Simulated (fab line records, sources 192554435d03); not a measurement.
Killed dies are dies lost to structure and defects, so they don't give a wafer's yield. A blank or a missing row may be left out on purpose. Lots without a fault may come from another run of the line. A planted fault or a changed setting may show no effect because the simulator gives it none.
Which tool did it? | flow n5_finfet | 9 lots, 27 wafers sampled, at 6 steps of a route of 1938

WHAT THE GAUGES READ, wafer by wafer
N5_WELL_APT_CD_MEAS_08: target cd 200 nm.
lot  | measured    | on        | cd_nm (nm)
L596 | day 1 19:43 | cd_sem-01 | 202.2 201.8 201.6
L597 | day 2 01:50 | cd_sem-02 | 199.4 203.9 199.7
L605 | day 4 01:36 | cd_sem-02 | 192.3 192.8 192.4
L606 | day 4 07:52 | cd_sem-02 | 193.2 192.1 193.0
L607 | day 4 13:49 | cd_sem-01 | 197.5 200.7 201.4
L608 | day 4 19:34 | cd_sem-01 | 201.3 202.6 201.2
L610 | day 5 07:55 | cd_sem-02 | 200.9 198.5 197.8
L615 | day 6 13:51 | cd_sem-02 | 200.0 203.4 197.6
L616 | day 6 19:47 | cd_sem-01 | 201.4 201.2 201.3

N5_WELL_APT_OVL_MEAS_09.
lot  | measured    | on         | NWELL_OVL (nm)
L596 | day 1 19:44 | overlay-01 | 4 1 1
L597 | day 2 01:52 | overlay-02 | 2 -12 -8
L605 | day 4 01:38 | overlay-01 | 1 -8 -10
L606 | day 4 07:53 | overlay-02 | -4 -12 -9
L607 | day 4 13:50 | overlay-02 | -17 -6 -6
L608 | day 4 19:35 | overlay-01 | -3 0 3
L610 | day 5 07:56 | overlay-02 | -5 -1 -3
L615 | day 6 13:53 | overlay-01 | -2 5 7
L616 | day 6 19:49 | overlay-02 | 7 1 -8

N5_WELL_APT_INSPECT_27: inspects for defects (macro).
lot  | measured    | on                | raw_defect_count
L596 | day 1 20:53 | defect_inspect-01 | 0 1 2
L597 | day 2 03:08 | defect_inspect-01 | 2 3 4
L605 | day 4 02:47 | defect_inspect-02 | 1 1 3
L606 | day 4 09:11 | defect_inspect-01 | 0 3 1
L607 | day 4 14:59 | defect_inspect-01 | 2 1 5
L608 | day 4 20:52 | defect_inspect-02 | 1 1 2
L610 | day 5 09:15 | defect_inspect-01 | 3 3 1
L615 | day 6 15:10 | defect_inspect-02 | 0 2 4
L616 | day 6 21:05 | defect_inspect-02 | 3 4 6

N5_BEOL_M4_RC_MEAS_101.
lot  | measured     | on        | DIBL_N (mV/V)  | DIBL_P (mV/V)  | IOFF_N (nA/um) | IOFF_P (nA/um) | ION_N (uA/um) | ION_P (uA/um) | SS_N (mV/dec)  | SS_P (mV/dec)  | VT_N (mV)   | VT_P (mV)
L596 | day 8 02:19  | prober-02 | 37.4 36.8 39.6 | 37.6 37.4 40.9 | 0.19 0.17 0.25 | 0.22 0.22 0.29 | 677 667 688   | 457 453 457   | 72.1 71.1 72.2 | 73.7 75.0 76.1 | 250 249 245 | -249 -251 -248
L597 | day 8 05:23  | prober-02 | 39.7 36.8 33.8 | 40.0 37.0 34.2 | 0.23 0.16 0.13 | 0.29 0.21 0.18 | 673 670 662   | 460 462 458   | 72.5 71.8 71.0 | 74.6 74.2 72.5 | 247 250 250 | -249 -252 -252
L605 | day 10 09:41 | prober-01 | 34.9 34.1 34.6 | 32.9 32.0 33.9 | 0.14 0.11 0.12 | 0.19 0.18 0.20 | 681 654 669   | 474 455 466   | 71.4 71.5 71.9 | 73.1 72.2 72.5 | 250 257 254 | -248 -250 -250
L606 | day 10 19:25 | prober-01 | 37.4 39.7 37.1 | 35.9 38.7 36.5 | 0.17 0.21 0.15 | 0.19 0.24 0.20 | 670 677 650   | 458 461 450   | 71.4 72.4 71.0 | 73.9 73.9 72.9 | 247 246 252 | -251 -251 -251
L607 | day 11 08:12 | prober-02 | 32.2 39.6 37.6 | 32.4 41.7 38.2 | 0.11 0.26 0.19 | 0.18 0.34 0.26 | 655 701 678   | 460 478 465   | 70.1 71.5 72.0 | 72.2 75.0 73.4 | 256 240 247 | -253 -244 -245
L608 | day 11 10:53 | prober-02 | 36.1 33.9 37.1 | 38.2 34.1 38.5 | 0.19 0.14 0.23 | 0.28 0.21 0.30 | 668 673 694   | 459 458 469   | 71.0 70.5 71.8 | 74.4 72.7 74.5 | 243 251 241 | -245 -250 -245
L610 | day 12 11:37 | prober-01 | 36.8 39.9 36.6 | 37.9 41.1 36.6 | 0.16 0.19 0.16 | 0.22 0.27 0.19 | 677 679 673   | 459 466 457   | 71.4 72.4 71.0 | 72.9 74.2 73.1 | 249 248 248 | -250 -249 -252
L615 | day 13 14:05 | prober-01 | 38.3 36.8 37.2 | 39.4 38.0 38.0 | 0.20 0.17 0.18 | 0.24 0.21 0.22 | 673 671 666   | 456 455 455   | 71.8 72.3 71.8 | 73.6 72.9 73.7 | 247 250 248 | -251 -252 -250
L616 | day 13 20:28 | prober-01 | 37.8 38.4 40.4 | 36.6 36.6 38.7 | 0.16 0.16 0.22 | 0.20 0.21 0.24 | 677 656 668   | 459 444 451   | 71.3 71.8 72.2 | 73.3 72.9 73.2 | 250 253 247 | -256 -252 -253

WHICH TOOL RAN EACH LOT (tool, then ch and the chambers of the sampled wafers, then the start)
lot  | N5_ZERO_LAYER_DESCUM_16           | N5_WELL_APT_EXPOSE_05
L596 | rie_diel-06 ch 1,2, day 1 18:43   | krf_scanner-02 ch 0, day 1 19:33
L597 | rie_diel-04 ch 1,2,3, day 2 00:50 | krf_scanner-01 ch 0, day 2 01:40
L605 | rie_diel-02 ch 0,3, day 4 00:41   | krf_scanner-02 ch 0, day 4 01:26
L606 | rie_diel-02 ch 0,3, day 4 06:58   | krf_scanner-02 ch 0, day 4 07:41
L607 | rie_diel-04 ch 0,1,2, day 4 12:49 | krf_scanner-01 ch 0, day 4 13:38
L608 | rie_diel-04 ch 0,1,3, day 4 18:41 | krf_scanner-01 ch 0, day 4 19:23
L610 | rie_diel-04 ch 2,3, day 5 06:55   | krf_scanner-01 ch 0, day 5 07:45
L615 | rie_diel-06 ch 1,2,3, day 6 12:51 | krf_scanner-01 ch 0, day 6 13:41
L616 | rie_diel-04 ch 0,1,3, day 6 18:55 | krf_scanner-01 ch 0, day 6 19:37
- N5_ZERO_LAYER_DESCUM_16: chemistry O2, time 7.9 s.
- N5_WELL_APT_EXPOSE_05: exposes mask NWELL, defocus 0 nm, target cd 200 nm.

WHAT THE TOOLS THEMSELVES READ (means of the sampled wafers that have a number; where no wafer has one, the mark that the record gives instead)
N5_ZERO_LAYER_DESCUM_16.
lot  | tool        | bias_power_w (W) | drypump_motor_current_A (A) | oes_product_au (a.u.) | rf_vpp_V (V) | showerhead_plenum_p_Torr (Torr) | throttle_valve_pct (%)
L596 | rie_diel-06 | 19.98            | 5.7                         | 0.86                  | 243.5        | 2.09                            | 20.06
L597 | rie_diel-04 | 19.98            | 5.7                         | 0.74                  | 243.8        | 2.12                            | 20.19
L605 | rie_diel-02 | 20.00            | 6.4                         | 0.72                  | 243.9        | 2.09                            | 20.25
L606 | rie_diel-02 | 20.00            | 6.4                         | 0.72                  | 243.4        | 2.09                            | 20.25
L607 | rie_diel-04 | 19.99            | 5.5                         | 0.75                  | 245.3        | 2.17                            | 20.19
L608 | rie_diel-04 | 20.00            | 5.8                         | 0.74                  | 244.5        | 2.11                            | 20.19
L610 | rie_diel-04 | 19.96            | 5.6                         | 0.71                  | 242.2        | 2.05                            | 20.39
L615 | rie_diel-06 | 20.02            | 5.6                         | 0.84                  | 241.8        | 2.05                            | 20.20
L616 | rie_diel-04 | 19.94            | 5.8                         | 0.72                  | 244.3        | 2.10                            | 20.22

N5_WELL_APT_EXPOSE_05.
lot  | tool           | exposure_dose_mJ_cm2
L596 | krf_scanner-02 | 20.257
L597 | krf_scanner-01 | 20.273
L605 | krf_scanner-02 | 19.018
L606 | krf_scanner-02 | 19.249
L607 | krf_scanner-01 | 20.287
L608 | krf_scanner-01 | 20.284
L610 | krf_scanner-01 | 20.300
L615 | krf_scanner-01 | 20.279
L616 | krf_scanner-01 | 20.267

THE ANSWER, worked out from the rows above alone
Rule: what is usual is taken from the lots themselves. Put in order of their means at a reading, lots are off if they are a third of the lots or fewer, leave a main group of 4 or more, and stand apart from it by a gap of 3 or more times the standard deviation of the main group's means; of several such gaps the widest counts. A main group whose means are all the same, to the digits that the tables above print for the reading, isn't used. A lot without any number at a reading at which 4 lots or more have one is off too. The other lots that the step has rows for count as sound. The gauges are gone through in route order, then the tools' own readings, and for those a lot's mean is taken as printed above. The first step at which some lot is off is used, and at that step the reading that is off furthest; a lot without a number counts as furthest.
Off: L605, L606, at N5_WELL_APT_CD_MEAS_08 (cd_nm). The main group: mean 200.7 nm, standard deviation 0.95.
A tool fits if, at a process step before that reading, it ran every lot that is off, and no sound lot after the first of them. The gauges at N5_WELL_APT_CD_MEAS_08 aren't tried: what is off there is off at N5_ZERO_LAYER_DESCUM_16 too, on other tools, and a gauge's error can't cause that. Can't be told from this: 2 tools fit, rie_diel-02 at N5_ZERO_LAYER_DESCUM_16, krf_scanner-02 at N5_WELL_APT_EXPOSE_05.

WHAT THE SIMULATOR HAD PUT IN
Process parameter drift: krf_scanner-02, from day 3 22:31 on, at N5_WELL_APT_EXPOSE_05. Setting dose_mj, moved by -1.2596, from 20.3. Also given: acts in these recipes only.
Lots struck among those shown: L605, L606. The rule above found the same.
